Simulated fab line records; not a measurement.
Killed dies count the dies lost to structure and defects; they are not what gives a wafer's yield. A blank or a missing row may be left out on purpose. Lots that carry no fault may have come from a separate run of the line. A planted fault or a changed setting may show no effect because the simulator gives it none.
fab line records	flow n5-finfet
record: lots: 5	wafers: 15	last-day: 17
route steps=1938 shown BEOL_M11@1570 PASSIVATION@1936
lots that met no fault: taken from a fault-free run of the same line
start-h: hours from the record's opening day to when the first of the lot's shown wafers began	wait-h: hours since the lot's step before	" repeats the value in the row above	L1.1+2: one row covering several wafers at once	- no value present, or no start provided	* or withheld: withheld	< > ~ a bound
route shown NAME@n: a module of which the file shows steps, and the number in the route of the first	usual: average and standard deviation across the fault-free wafers	same: alike in all rows	chamber/n: place in a boat	sites: readings site by site	_std_site: standard deviation of those values	_edge_site: the outer-site mean with the inner-site mean subtracted	radius-mm: how far each site lies from the wafer's centre	mask NAME#n: copy n	behind: tool/chamber where the wafer was last shaped	hold: cause of the lot's hold/its duration in hours/its outcome	device: whichever transistor did not switch (one of n, p or np)	end of line: the tests these same wafers got at the end of their route	a step given without rows: its recipe and nothing more	killed: dies lost to structure and defects at the first sort, not the wafer's yield	map: per-die view of a wafer (x killed, . not killed, _ where there is no die)
set.NAME: setting as actually run; set.NAME@STEP: the setting as run at that earlier step	model.NAME: the simulator's own value behind a step, which no gauge read
lots at some steps of the route; a table a step, a row a wafer
services: the hour from which a tool's chamber was out of use, counted from the record's first day as start-h (under 0 if before that day), plus the number of hours and why
== steps ==
step: N5_BEOL_M11_INSPECT_30
recipe: mode: adi	inspect-instrument: brightfield
usual: raw-defect-count: 425/89
lot.wafer	tool	chamber	start-h	wait-h	raw-defect-count
L927.1	defect-inspect-02	-	293.35	0.0	274
L927.3	"	-	"	"	284
L927.6	"	-	"	"	430
L929.2	defect-inspect-02	-	300.82	0.0	374
L929.3	"	-	"	"	372
L929.4	"	-	"	"	256
L936.2	defect-inspect-01	-	333.44	0.0	466
L936.5	"	-	"	"	516
L936.6	"	-	"	"	394
L937.2	defect-inspect-01	-	340.75	0.0	545
L937.4	"	-	"	"	498
L937.5	"	-	"	"	544
L941.2	defect-inspect-02	-	371.04	0.0	493
L941.5	"	-	"	"	427
L941.6	"	-	"	"	392
step: N5_BEOL_M11_DESCUM_33
recipe: chemistry: O2	time-s: 7.9	source-power-w: 50	bias-power-w: 20	pressure-mtorr: 20	rf-frequency-hz: 2.712e+07	temp-c: 40	resist: CAR-ArF	o2-flow-sccm: 225
usual: drypump-motor-current-A: 5.5/0.37	oes-product-au: 0.76/0.076	rf-vpp-V: 242.4/1.5	showerhead-plenum-p-Torr: 2.04/0.078	throttle-valve-pct: 20.60/0.2
lot.wafer	tool	chamber	start-h	wait-h	drypump-motor-current-A	oes-product-au	rf-hours-counter-h	rf-vpp-V	showerhead-plenum-p-Torr	throttle-valve-pct
L927.1	rie-diel-03	2	293.70	0.4	5.2	0.69	212	244.9	2.16	20.72
L927.3	"	1	"	"	5.5	0.70	228	242.5	2.08	20.55
L927.6	"	0	"	"	5.7	0.73	-	239.3	1.93	20.65
L929.2	rie-diel-04	0	301.20	0.4	6.0	0.75	164	242.6	1.99	20.42
L929.3	"	1	"	"	5.5	0.89	44	244.5	2.13	20.79
L929.4	"	3	"	"	4.9	0.68	234	241.4	2.05	20.48
L936.2	rie-diel-04	0	334.69	1.2	6.0	0.75	179	241.4	1.98	20.44
L936.5	"	0	"	"	6.0	0.74	-	241.9	1.98	20.42
L936.6	"	1	"	"	5.6	0.87	-	244.1	2.13	20.80
L937.2	rie-diel-06	2	341.05	0.3	5.6	0.69	225	242.8	2.06	20.44
L937.4	"	1	"	"	5.8	0.75	180	241.2	2.01	20.83
L937.5	"	3	"	"	5.0	0.91	-	244.6	2.13	20.17
L941.2	rie-diel-04	0	371.43	0.4	6.0	0.72	193	239.9	1.98	20.48
L941.5	"	0	"	"	6.0	0.73	-	242.2	1.98	20.46
L941.6	"	1	"	"	5.5	0.85	-	244.0	2.12	20.84
step: N5_BEOL_M11_ETCH_65
recipe: chemistry: CF4	target: SiARC	target-depth-a: 390	mask-material: CAR-ArF	time-s: 65	ion-energy-ev: 80	pressure-mtorr: 40	source-w: 545	bias-w: 36	Ar_flow_sccm: 100	cf4-flow-sccm: 100	ends: cleared
usual: drypump-motor-current-A: 5.5/0.37	etch-rf-on-time-s: 65.3/1.2	oes-product-au: 0.65/0.067	rf-vpp-V: 183.5/1.4	showerhead-plenum-p-Torr: 2.09/0.078	throttle-valve-pct: 15.79/0.22
lot.wafer	tool	chamber	start-h	wait-h	drypump-motor-current-A	etch-rf-on-time-s	oes-product-au	rf-hours-counter-h	rf-vpp-V	showerhead-plenum-p-Torr	throttle-valve-pct
L927.1	rie-diel-03	2	293.74	0.0	5.1	66.7	0.59	212	185.6	2.22	15.95
L927.3	"	1	"	"	5.6	66.4	0.59	228	185.1	2.10	15.61
L927.6	"	0	"	"	5.6	66.9	0.62	-	182.8	1.97	15.74
L929.2	rie-diel-04	0	301.23	0.0	6.0	64.2	0.65	164	184.4	2.05	15.76
L929.3	"	1	"	"	5.5	63.9	0.76	44	184.1	2.18	15.84
L929.4	"	3	"	"	4.9	62.7	0.60	234	184.1	2.12	15.90
L936.2	rie-diel-04	0	334.72	0.0	6.0	64.5	0.65	179	183.1	2.05	15.77
L936.5	"	0	"	"	6.0	64.8	0.64	-	183.5	2.05	15.77
L936.6	"	1	"	"	5.5	64.0	0.75	-	185.1	2.18	15.89
L937.2	rie-diel-06	2	341.08	0.0	5.7	66.6	0.58	225	182.8	2.12	15.75
L937.4	"	1	"	"	5.8	64.2	0.64	180	183.7	2.06	15.97
L937.5	"	3	"	"	5.0	64.7	0.78	-	184.6	2.17	15.27
L941.2	rie-diel-04	0	371.47	0.0	6.1	64.9	0.63	193	183.9	2.04	15.80
L941.5	"	0	"	"	6.1	64.6	0.63	-	182.9	2.04	15.78
L941.6	"	1	"	"	5.5	63.2	0.73	-	185.1	2.17	15.92
step: N5_BEOL_M11_ETCH_66
recipe: chemistry: N2/H2	target: SOC	target-depth-a: 1200	overetch-a: 240	mask-material: SiARC	temp-c: 40	time-s: 180	ion-energy-ev: 200	pressure-mtorr: 30	source-w: 840	bias-w: 150	n2-flow-sccm: 200	h2-flow-sccm: 200
step: N5_BEOL_M11_STRIP_69
recipe: chemistry: N2/H2	temp-c: 40	n2-flow-sccm: 200	h2-flow-sccm: 200	rf-frequency-hz: 6e+07
step: N5_BEOL_M11_VIA_ETCH_34
recipe: chemistry: C4F6/O2	target: SiCOH_lowk	target-depth-a: 1845	mask-material: SOC	taper-deg: 4	time-s: 69.2	ion-energy-ev: 250	pressure-mtorr: 30	source-w: 345	bias-w: 185	Ar_flow_sccm: 300	C4F6_flow_sccm: 10	O2_flow_sccm: 10
usual: O2_flow_sccm: 10.003/0.026	drypump-motor-current-A: 5.5/0.37	oes-product-au: 0.75/0.076	rf-vpp-V: 665/11	showerhead-plenum-p-Torr: 2.77/0.1	throttle-valve-pct: 21.02/0.18
lot.wafer	tool	chamber	start-h	wait-h	O2_flow_sccm	drypump-motor-current-A	oes-product-au	rf-hours-counter-h	rf-vpp-V	showerhead-plenum-p-Torr	throttle-valve-pct
L927.1	rie-diel-03	2	293.91	0.0	10.031	5.1	0.69	212	669	2.93	21.15
L927.3	"	1	"	"	10.018	5.6	0.69	228	685	2.78	20.76
L927.6	"	0	"	"	10.039	5.7	0.72	-	659	2.62	21.01
L929.2	rie-diel-04	0	301.41	0.0	10.035	6.0	0.77	164	686	2.72	20.94
L929.3	"	1	"	"	10.012	5.5	0.87	44	665	2.87	21.10
L929.4	"	3	"	"	9.957	4.9	0.69	234	654	2.81	21.09
L936.2	rie-diel-04	0	334.89	0.0	10.057	6.0	0.75	179	684	2.71	20.96
L936.5	"	0	"	"	10.002	6.1	0.75	-	684	2.71	20.95
L936.6	"	1	"	"	10.001	5.5	0.87	-	665	2.87	21.12
L937.2	rie-diel-06	2	341.26	0.0	10.020	5.7	0.68	226	664	2.82	20.99
L937.4	"	1	"	"	9.958	5.8	0.75	181	656	2.73	21.23
L937.5	"	3	"	"	10.019	5.0	0.91	-	651	2.89	20.60
L941.2	rie-diel-04	0	371.64	0.0	9.999	6.0	0.74	193	684	2.70	20.97
L941.5	"	0	"	"	9.995	6.0	0.74	-	684	2.70	20.97
L941.6	"	1	"	"	10.013	5.5	0.84	-	665	2.86	21.13
step: N5_BEOL_M11_STRIP_73
recipe: chemistry: C4F6/O2	resist: SiARC	rf-frequency-hz: 6e+07
step: N5_BEOL_M11_STRIP_36
recipe: chemistry: N2/H2	power-w: 450	temp-c: 40	pressure-mtorr: 20	rf-frequency-hz: 6e+07	overash-fraction: 0.3	bias-power-w: 7	h2-frac: 0.5	n2-flow-sccm: 200	h2-flow-sccm: 200
step: N5_BEOL_M11_TRENCH_ETCH_37
recipe: chemistry: C4F6/O2	target-depth-a: 1488.3	target: SiCOH_lowk	time-s: 48	ion-energy-ev: 250	pressure-mtorr: 30	source-w: 345	bias-w: 185	Ar_flow_sccm: 300	C4F6_flow_sccm: 10	O2_flow_sccm: 10
usual: O2_flow_sccm: 10.00/0.033	drypump-motor-current-A: 5.5/0.37	oes-product-au: 0.75/0.076	rf-vpp-V: 665/11	showerhead-plenum-p-Torr: 2.77/0.1	throttle-valve-pct: 21.04/0.18
lot.wafer	tool	chamber	start-h	wait-h	O2_flow_sccm	drypump-motor-current-A	oes-product-au	rf-hours-counter-h	rf-vpp-V	showerhead-plenum-p-Torr	throttle-valve-pct
L927.1	rie-diel-03	2	-	-	9.98	5.1	0.70	213	669	2.93	21.18
L927.3	"	1	"	"	9.98	5.5	0.70	228	683	2.78	20.77
L927.6	"	0	"	"	9.96	5.7	0.71	-	659	2.62	21.05
L929.2	rie-diel-04	0	-	-	10.06	6.0	0.76	164	684	2.72	20.97
L929.3	"	1	"	"	9.97	5.5	0.88	44	668	2.87	21.15
L929.4	"	3	"	"	9.98	4.9	0.69	234	654	2.81	21.11
L936.2	rie-diel-04	0	-	-	9.97	6.0	0.75	179	684	2.71	20.98
L936.5	"	0	"	"	9.98	6.0	0.75	-	685	2.71	20.99
L936.6	"	1	"	"	10.01	5.5	0.88	-	666	2.87	21.14
L937.2	rie-diel-06	2	-	-	10.00	5.7	0.69	226	664	2.82	21.03
L937.4	"	1	"	"	10.02	5.8	0.74	181	656	2.73	21.25
L937.5	"	3	"	"	10.01	5.0	0.90	-	652	2.89	20.62
L941.2	rie-diel-04	0	-	-	10.00	6.0	0.74	194	684	2.70	20.99
L941.5	"	0	"	"	9.99	6.0	0.74	-	684	2.70	21.00
L941.6	"	1	"	"	10.01	5.5	0.86	-	666	2.86	21.18
step: N5_BEOL_M11_ETCH_41
recipe: chemistry: CH3F/O2	target: SiCN	target-depth-a: 426	taper-deg: 2	time-s: 86	ion-energy-ev: 120	mask-material: TiN	pressure-mtorr: 30	source-w: 395	bias-w: 75	Ar_flow_sccm: 150	CH3F_flow_sccm: 30	O2_flow_sccm: 20
step: N5_BEOL_M11_STRIP_77
recipe: chemistry: N2/H2	time-s: 10	power-w: 450	temp-c: 40	pressure-mtorr: 20	rf-frequency-hz: 6e+07	bias-power-w: 7	n2-flow-sccm: 200	h2-flow-sccm: 200
usual: drypump-motor-current-A: 5.5/0.37	oes-product-au: 0.76/0.077	rf-vpp-V: 59.0/0.89	showerhead-plenum-p-Torr: 2.48/0.092	throttle-valve-pct: 23.87/0.22
lot.wafer	tool	chamber	start-h	wait-h	drypump-motor-current-A	oes-product-au	rf-hours-counter-h	rf-vpp-V	showerhead-plenum-p-Torr	throttle-valve-pct
L927.1	rie-diel-03	2	-	-	5.2	0.70	213	58.3	2.62	23.97
L927.3	"	1	"	"	5.6	0.70	228	58.5	2.52	23.79
L927.6	"	0	"	"	5.7	0.73	-	58.2	2.34	24.01
L929.2	rie-diel-04	0	-	-	6.0	0.75	164	58.6	2.44	23.82
L929.3	"	1	"	"	5.6	0.88	44	59.9	2.57	24.20
L929.4	"	3	"	"	4.9	0.69	234	59.7	2.50	23.67
L936.2	rie-diel-04	0	-	-	6.0	0.75	180	59.0	2.43	23.83
L936.5	"	0	"	"	6.0	0.75	-	60.2	2.43	23.83
L936.6	"	1	"	"	5.5	0.86	-	60.1	2.57	24.20
L937.2	rie-diel-06	2	-	-	5.6	0.69	226	60.2	2.49	23.50
L937.4	"	1	"	"	5.8	0.75	181	59.3	2.43	24.08
L937.5	"	3	"	"	5.1	0.92	-	58.9	2.59	23.23
L941.2	rie-diel-04	0	-	-	6.0	0.73	194	60.1	2.43	23.84
L941.5	"	0	"	"	6.0	0.74	-	58.6	2.43	23.84
L941.6	"	1	"	"	5.6	0.85	-	59.5	2.56	24.22
step: N5_BEOL_M11_OCD_MEAS_38
usual: trench-depth-nm: 147.3/2.1
lot.wafer	tool	chamber	start-h	wait-h	trench-depth-nm
L927.1	ocd-01	-	294.20	-	145.5
L927.3	"	-	"	"	148.6
L927.6	"	-	"	"	143.3
L929.2	ocd-02	-	301.69	-	148.5
L929.3	"	-	"	"	149.3
L929.4	"	-	"	"	149.1
L936.2	ocd-02	-	335.18	-	149.4
L936.5	"	-	"	"	149.3
L936.6	"	-	"	"	151.4
L937.2	ocd-01	-	341.54	-	146.0
L937.4	"	-	"	"	147.0
L937.5	"	-	"	"	149.7
L941.2	ocd-02	-	371.93	-	149.3
L941.5	"	-	"	"	149.0
L941.6	"	-	"	"	152.2
step: N5_BEOL_M11_HM_STRIP_39
recipe: chemistry: peroxide-tin-strip	material: TiN	target-depth-a: 250	temp-c: 50	time-s: 158
usual: bath-heat-duty-pct: 7.2/0.85	run-length-s: 165/3.1
lot.wafer	tool	chamber	start-h	wait-h	bath-heat-duty-pct	run-length-s
L927.1	wet-bench-02	6	294.23	0.0	6.2	164
L927.3	"	4	"	"	7.7	166
L927.6	"	3	"	"	6.7	164
L929.2	wet-bench-02	5	301.73	0.0	6.8	164
L929.3	"	6	"	"	6.4	165
L929.4	"	4	"	"	6.4	165
L936.2	wet-bench-02	1	335.21	0.0	8.3	179
L936.5	"	7	"	"	7.2	179
L936.6	"	2	"	"	8.0	178
L937.2	wet-bench-05	5	341.58	0.0	8.1	163
L937.4	"	3	"	"	7.4	163
L937.5	"	2	"	"	7.9	162
L941.2	wet-bench-05	3	371.96	0.0	7.3	165
L941.5	"	6	"	"	8.4	165
L941.6	"	4	"	"	5.7	165
step: N5_BEOL_M11_SRD_40
recipe: time-s: 30	temp-c: 23	rinse-liquid: diw	dry: ipa-marangoni
step: N5_PASSIVATION_PROBE_49
usual: defect-limited-yield: 91.0/1.5	killed_at_M0_to_M3: 35/12	killed_at_M4_up: 15/5.8	killed-at-contacts: 14/7.2	killed-at-front-end: 40/10	killed-at-other: 3/3	killed-dies: 106/18	killed-open: 68/14	killed-short: 35/7.2	sort_bin_4_leakage: 0.00/0.0071	sort_bin_5_function: 5.2/0.96	sort_bin_6_memory: 3.3/0.69	sort-n-pass: 1074/18	sort-yield-pct: 91.0/1.5
same: gross-dies: 1180	killed-at-back-side: 0	sort_bin_8_speed[%]: 0
lot.wafer	tool	chamber	start-h	wait-h	defect-limited-yield[%]	killed_at_M0_to_M3	killed_at_M4_up	killed-at-contacts	killed-at-front-end	killed-at-other	killed-dies	killed-open	killed-short	sort_bin_4_leakage[%]	sort_bin_5_function[%]	sort_bin_6_memory[%]	sort-n-pass	sort-yield-pct[%]
L927.1	prober-02	-	335.43	0.0	90.7	29	17	18	44	2	110	77	31	0	5.0	4.0	1070	90.7
L927.3	prober-02	-	335.53	0.1	91.9	24	19	19	30	3	95	66	29	0	4.9	3.1	1085	91.9
L927.6	prober-02	-	335.68	0.3	91.1	36	17	15	35	2	105	62	43	0	5.0	3.7	1075	91.1
L929.2	prober-02	-	336.29	0.1	91.9	18	12	14	52	0	96	52	34	0	4.7	2.7	1084	91.9
L929.3	prober-02	-	336.34	0.1	92.6	20	3	20	42	2	87	59	27	0	4.7	2.4	1093	92.6
L929.4	prober-02	-	336.39	0.2	93.5	24	11	9	26	7	77	50	25	0	3.7	2.4	1103	93.5
killed by level:class
L927.1 MOL_CONTACT_COAG:geometric-particle:open=18 STI_FIN_REVEAL:geometric-particle:open=12 FIN_SAQP:geometric-particle:short=10 BEOL_M4:geometric-particle:open=9 BEOL_M3:geometric-particle:open=8 GATE_CUT:geometric-particle:open=6 BEOL_M1:geometric-particle:short=5 STARTING-WAFER:geometric-particle:short=5
L927.3 BEOL_M4:geometric-particle:open=13 MOL_CONTACT_COAG:geometric-particle:open=12 MOL_CONTACT_COAG:geometric-particle:short=7 STI_FIN_REVEAL:geometric-particle:open=6 DUMMY_GATE:geometric-particle:short=6 DUMMY_GATE:geometric-particle:open=6 BEOL_M3:geometric-particle:open=6 BEOL_M0_SAQP:geometric-particle:open=5
L927.6 MOL_CONTACT_COAG:geometric-particle:open=12 FIN_SAQP:geometric-particle:short=10 BEOL_M2:geometric-particle:open=9 BEOL_M0_SAQP:geometric-particle:short=8 FIN_SAQP:geometric-particle:open=7 BEOL_M4:geometric-particle:open=7 BEOL_M0_SAQP:geometric-particle:open=6 BEOL_M1:geometric-particle:short=4
L929.2 FIN_SAQP:geometric-particle:short=15 MOL_CONTACT_COAG:geometric-particle:open=12 FIN_SAQP:geometric-particle:open=8 HKMG_FIN:area-etch=7 ILD0:geometric-particle:short=5 BEOL_M1:geometric-particle:open=4 STARTING-WAFER:geometric-particle:open=4 STI_FIN_REVEAL:geometric-particle:open=3
L929.3 MOL_CONTACT_COAG:geometric-particle:open=17 FIN_SAQP:geometric-particle:open=9 FIN_SAQP:geometric-particle:short=7 DUMMY_GATE:geometric-particle:open=6 STARTING-WAFER:geometric-particle:short=6 ILD0:geometric-particle:open=5 BEOL_M2:geometric-particle:open=4 BEOL_M0_SAQP:geometric-particle:open=4
L929.4 STI_FIN_REVEAL:geometric-particle:open=7 FIN_SAQP:geometric-particle:open=6 MOL_CONTACT_COAG:geometric-particle:open=5 BEOL_M0:geometric-particle:open=4 MOL_CONTACT_COAG:geometric-particle:short=3 BEOL_M0_SAQP:geometric-particle:short=3 BEOL_M1:geometric-particle:open=3 BEOL_M3:geometric-particle:open=3
== services ==
tool	chamber	start-h	hours	kind
rie-diel-06	3	270.89	5.3	repair
rie-diel-06	2	275.62	3.6	repair
rie-diel-04	3	337.03	-	clean
rie-diel-04	3	337.03	-	consumable-replace:focus-ring
rie-diel-04	3	337.03	21.8	scheduled-down
rie-diel-04	3	337.03	21.8	vent-cycle
rie-diel-03	1	343.93	-	clean
rie-diel-03	1	343.93	-	consumable-replace:focus-ring
rie-diel-03	1	343.93	22.8	scheduled-down
rie-diel-03	1	343.93	22.8	vent-cycle
rie-diel-06	2	345.85	4.4	repair
== key ==
first-sign: step: N5_BEOL_M11_HM_STRIP_39	reading: run-length-s	direction: up	sigmas: 4.3	usual: *	struck: *
effect none on later readings
met-at N5_BEOL_M11_HM_STRIP_39
struck-wafers L936.2,L936.5,L936.6
onset-between 301.73 335.21
fault: kind: process-parameter-drift	tool: wet-bench-02	chamber: -	onset-h: 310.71	steps: N5_BEOL_M11_HM_STRIP_39	channel: time-s	offset: *	shape: step	end-h: 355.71	acts-in: *	stated: *
